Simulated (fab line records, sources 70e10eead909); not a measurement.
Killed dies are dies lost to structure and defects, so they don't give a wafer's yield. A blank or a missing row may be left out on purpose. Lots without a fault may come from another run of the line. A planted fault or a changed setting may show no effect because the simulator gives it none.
Which tool did it? | flow nand_harc | 11 lots, 33 wafers sampled, at 5 steps of a route of 1159

WHAT THE GAUGES READ, wafer by wafer
NHARC_END_SORT_01.
lot  | measured     | on        | defect_limited_yield (%)
L439 | day 19 11:36 | prober-01 | 95.7 96.2 96.3
L445 | day 20 19:49 | prober-01 | 95.6 97.2 96.8
L453 | day 23 16:34 | prober-02 | 0 0 0
L454 | day 23 16:36 | prober-01 | 0 0 0

WHICH TOOL RAN EACH LOT (tool, then ch and the chambers of the sampled wafers, then the start)
lot  | NHARC_P_M1_CMP_23            | NHARC_P_M2_DESCUM_14               | NHARC_P_M2_ETCH_28                 | NHARC_P_M2_PVD_20
L439 | cmp-02 ch 0,1,2, day 6 09:20 | rie_diel-10 ch 1,2,3, day 6 11:23  | rie_diel-07 ch 0,1,2, day 6 12:03  | pvd_sputter-02, day 19 11:36 or earlier
L438 | cmp-03 ch 0,1,2, day 6 12:02 | rie_diel-10 ch 0,1,2, day 6 14:11  | rie_diel-10 ch 0,1,2, day 6 14:48  | pvd_sputter-01, no start
L441 | cmp-04 ch 0,1,3, day 7 03:50 | rie_diel-10 ch 0,2,3, day 7 05:59  | rie_diel-07 ch 1,2,3, day 7 06:37  | pvd_sputter-03, no start
L443 | cmp-02 ch 0,1, day 7 04:31   | rie_diel-07 ch 0,1,2, day 7 06:44  | rie_diel-10 ch 1,2, day 7 07:21    | pvd_sputter-02, no start
L445 | cmp-02 ch 2,3, day 8 04:50   | rie_diel-10 ch 0,2, day 8 06:53    | rie_diel-10 ch 0,1,3, day 8 07:31  | pvd_sputter-02, day 20 19:49 or earlier
L447 | cmp-04 ch 1,2,3, day 8 05:29 | rie_diel-01 ch 0,3, day 8 07:37    | rie_diel-10 ch 1,2, day 8 08:19    | pvd_sputter-03, no start
L446 | cmp-02 ch 0,1,2, day 8 06:16 | rie_diel-07 ch 1,2, day 8 08:17    | rie_diel-07 ch 0,1,3, day 8 09:00  | pvd_sputter-02, no start
L453 | cmp-03 ch 1,2, day 9 21:46   | rie_diel-10 ch 0,1,2, day 9 23:49  | rie_diel-01 ch 0,1,2, day 10 00:29 | pvd_sputter-03, day 23 16:34 or earlier
L454 | cmp-03 ch 1,2, day 9 22:46   | rie_diel-01 ch 0,2, day 10 00:49   | rie_diel-10 ch 0,1, day 10 01:29   | pvd_sputter-01, day 23 16:36 or earlier
L460 | cmp-03 ch 0,3, day 11 22:29  | rie_diel-10 ch 0,1, day 12 00:55   | rie_diel-01 ch 0,1,2, day 12 01:31 | pvd_sputter-03, no start
L461 | cmp-04 ch 0,2, day 11 22:49  | rie_diel-10 ch 0,2,3, day 12 01:36 | rie_diel-10 ch 0,3, day 12 02:12   | pvd_sputter-02, no start
- NHARC_P_M1_CMP_23: polishes, t overpolish 20 s, target thk 157.82 nm.
- NHARC_P_M2_DESCUM_14: chemistry O2, time 3 s.
- NHARC_P_M2_ETCH_28: etches the open film in CF4/N2, target depth 30 nm, time 72.99 s.
- NHARC_P_M2_PVD_20: deposits TaN, target thk 5 nm, time 8.06 s.

THE ANSWER, worked out from the rows above alone
Rule: what is usual is taken from the lots themselves. Put in order of their means at a reading, lots are off if they are a third of the lots or fewer, leave a main group of 4 or more, and stand apart from it by a gap of 3 or more times the standard deviation of the main group's means; of several such gaps the widest counts. A main group whose means are all the same, to the digits that the tables above print for the reading, isn't used. A lot without any number at a reading at which 4 lots or more have one is off too. The other lots that the step has rows for count as sound.
No lot is off at any reading shown: from this, nothing can be told.

WHAT THE SIMULATOR HAD PUT IN
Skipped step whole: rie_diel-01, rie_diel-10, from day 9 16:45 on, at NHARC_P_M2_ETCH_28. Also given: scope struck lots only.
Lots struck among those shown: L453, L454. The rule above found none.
